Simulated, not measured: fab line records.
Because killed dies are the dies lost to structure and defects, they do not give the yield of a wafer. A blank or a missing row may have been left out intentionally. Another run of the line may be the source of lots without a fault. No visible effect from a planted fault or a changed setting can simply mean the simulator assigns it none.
Chamber matching / flow nand harc / 4 sister chambers for NHARC_A_STAIRCASE_TRIM_220 on rie diel-01
The step chemistry O2, time 211.2 s. 14 wafers are shown with their chamber, then 7 later ones without.

## EACH WAFER AND ITS CHAMBER
wafer=L075.3; chamber=2; showerhead plenum p Torr (Torr)=3.63; oes product au (a.u.)=0.995; throttle valve pct (%)=17.031
wafer=L075.4; chamber=1; showerhead plenum p Torr (Torr)=3.36; oes product au (a.u.)=1.014; throttle valve pct (%)=17.046
wafer=L075.6; chamber=0; showerhead plenum p Torr (Torr)=3.31; oes product au (a.u.)=1.012; throttle valve pct (%)=17.023
wafer=L077.1; chamber=1; showerhead plenum p Torr (Torr)=3.35; oes product au (a.u.)=1.007; throttle valve pct (%)=17.032
wafer=L077.5; chamber=2; showerhead plenum p Torr (Torr)=3.62; oes product au (a.u.)=1.006; throttle valve pct (%)=17.027
wafer=L077.6; chamber=3; showerhead plenum p Torr (Torr)=3.48; oes product au (a.u.)=0.995; throttle valve pct (%)=17.041
wafer=L087.1; chamber=0; showerhead plenum p Torr (Torr)=3.30; oes product au (a.u.)=1.003; throttle valve pct (%)=17.033
wafer=L087.3; chamber=3; showerhead plenum p Torr (Torr)=3.47; oes product au (a.u.)=0.986; throttle valve pct (%)=17.024
wafer=L087.4; chamber=2; showerhead plenum p Torr (Torr)=3.61; oes product au (a.u.)=0.999; throttle valve pct (%)=17.050
wafer=L091.1; chamber=2; showerhead plenum p Torr (Torr)=3.61; oes product au (a.u.)=0.994; throttle valve pct (%)=17.043
wafer=L091.3; chamber=3; showerhead plenum p Torr (Torr)=3.46; oes product au (a.u.)=0.991; throttle valve pct (%)=17.052
wafer=L091.4; chamber=0; showerhead plenum p Torr (Torr)=3.29; oes product au (a.u.)=1.016; throttle valve pct (%)=17.031
wafer=L094.4; chamber=3; showerhead plenum p Torr (Torr)=3.46; oes product au (a.u.)=0.994; throttle valve pct (%)=17.040
wafer=L094.5; chamber=0; showerhead plenum p Torr (Torr)=3.29; oes product au (a.u.)=1.003; throttle valve pct (%)=17.034

SIGNATURES (means of the wafers above)
reading=showerhead plenum p Torr; chamber 0=3.2975; chamber 1=3.3550; chamber 2=3.6175; chamber 3=3.4675; scatter within a chamber=0.00935
reading=oes product au; chamber 0=1.00850; chamber 1=1.01050; chamber 2=0.99850; chamber 3=0.99150; scatter within a chamber=0.0054
reading=throttle valve pct; chamber 0=17.03025; chamber 1=17.03900; chamber 2=17.03775; chamber 3=17.03925; scatter within a chamber=0.00954
Rule: a wafer's distance from a chamber is the root of the sum, over the readings, of the square of ((its reading less the chamber's mean) divided by the reading's scatter). If the next closest chamber is less than 2 further off than the closest, the wafer can't be placed; otherwise it belongs to the closest. The scatter: take each reading less its chamber's mean, square it, sum over the shown wafers, divide by the number of wafers less the number of chambers, and take the root.

## WAFERS WITHOUT THEIR CHAMBER
wafer=L094.6; showerhead plenum p Torr (Torr)=3.34; oes product au (a.u.)=1.000; throttle valve pct (%)=17.044
wafer=L096.3; showerhead plenum p Torr (Torr)=3.29; oes product au (a.u.)=0.999; throttle valve pct (%)=17.054
wafer=L096.4; showerhead plenum p Torr (Torr)=3.33; oes product au (a.u.)=1.004; throttle valve pct (%)=17.045
wafer=L096.6; showerhead plenum p Torr (Torr)=3.46; oes product au (a.u.)=0.987; throttle valve pct (%)=17.028
wafer=L097.1; showerhead plenum p Torr (Torr)=3.60; oes product au (a.u.)=0.994; throttle valve pct (%)=17.035
wafer=L097.2; showerhead plenum p Torr (Torr)=3.29; oes product au (a.u.)=1.015; throttle valve pct (%)=17.022
wafer=L097.4; showerhead plenum p Torr (Torr)=3.33; oes product au (a.u.)=0.993; throttle valve pct (%)=17.031

## WHICH CHAMBER EACH ONE RAN IN
wafer=L094.6; from the rows above=1; in truth=1
wafer=L096.3; from the rows above=0; in truth=0
wafer=L096.4; from the rows above=can't be placed: 1 or 0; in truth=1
wafer=L096.6; from the rows above=3; in truth=3
wafer=L097.1; from the rows above=2; in truth=2
wafer=L097.2; from the rows above=0; in truth=0
wafer=L097.4; from the rows above=can't be placed: 1 or 0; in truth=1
Correctly placed: 5 of 7. Can't be placed from these rows: 2 (the true chamber is among the candidates in 2). Wrongly placed: 0.
